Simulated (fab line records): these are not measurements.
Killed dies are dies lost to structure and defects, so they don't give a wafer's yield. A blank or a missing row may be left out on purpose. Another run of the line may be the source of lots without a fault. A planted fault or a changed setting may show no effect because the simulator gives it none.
Matching of chambers -- flow n5 finfet -- 4 sister chambers for N5_BEOL_M0_STRIP_104 on rie diel-05
The step strips in N2/H2. 8 wafers are shown with their chamber, then 8 later ones without.

== EACH WAFER AND ITS CHAMBER ==
wafer,chamber,throttle valve pct (%),showerhead plenum p Torr (Torr)
L074.6,0,23.48,2.63
L077.2,0,23.49,2.62
L079.1,2,23.88,2.61
L079.4,3,24.35,2.52
L082.1,1,23.33,2.53
L082.4,2,23.88,2.61
L082.5,1,23.38,2.53
L083.1,3,24.37,2.51

== WAFERS WHOSE CHAMBER IS MISSING ==
wafer,throttle valve pct (%),showerhead plenum p Torr (Torr)
L083.3,23.30,2.53
L083.4,23.89,2.61
L089.2,23.53,2.62
L089.3,24.37,2.51
L089.4,23.36,2.52
L095.2,23.60,2.60
L095.3,23.99,2.51
L095.6,23.56,2.61

== EACH ONE'S CHAMBER ==
wafer,from the rows above,in truth
L083.3,1,1
L083.4,2,2
L089.2,0,0
L089.3,3,3
L089.4,1,1
L095.2,0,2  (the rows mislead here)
L095.3,can't be placed: 3 or 2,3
L095.6,0,0
Correct placement for 6 of the 8. Unplaceable from these rows: 1, with the true chamber sitting among the candidates in 1. Placed wrongly: 1.
How it was worked out, from the rows above alone: a wafer's distance from a chamber is the root of the sum, over the readings, of the square of ((its reading less the chamber's mean) divided by the reading's scatter). If the next closest chamber is less than 2 further off than the closest, the wafer can't be placed; otherwise it belongs to the closest. The mean given for a chamber averages the wafers shown for that chamber. The scatter: take each reading less its chamber's mean, square it, sum over the shown wafers, divide by the number of wafers less the number of chambers, and take the root.
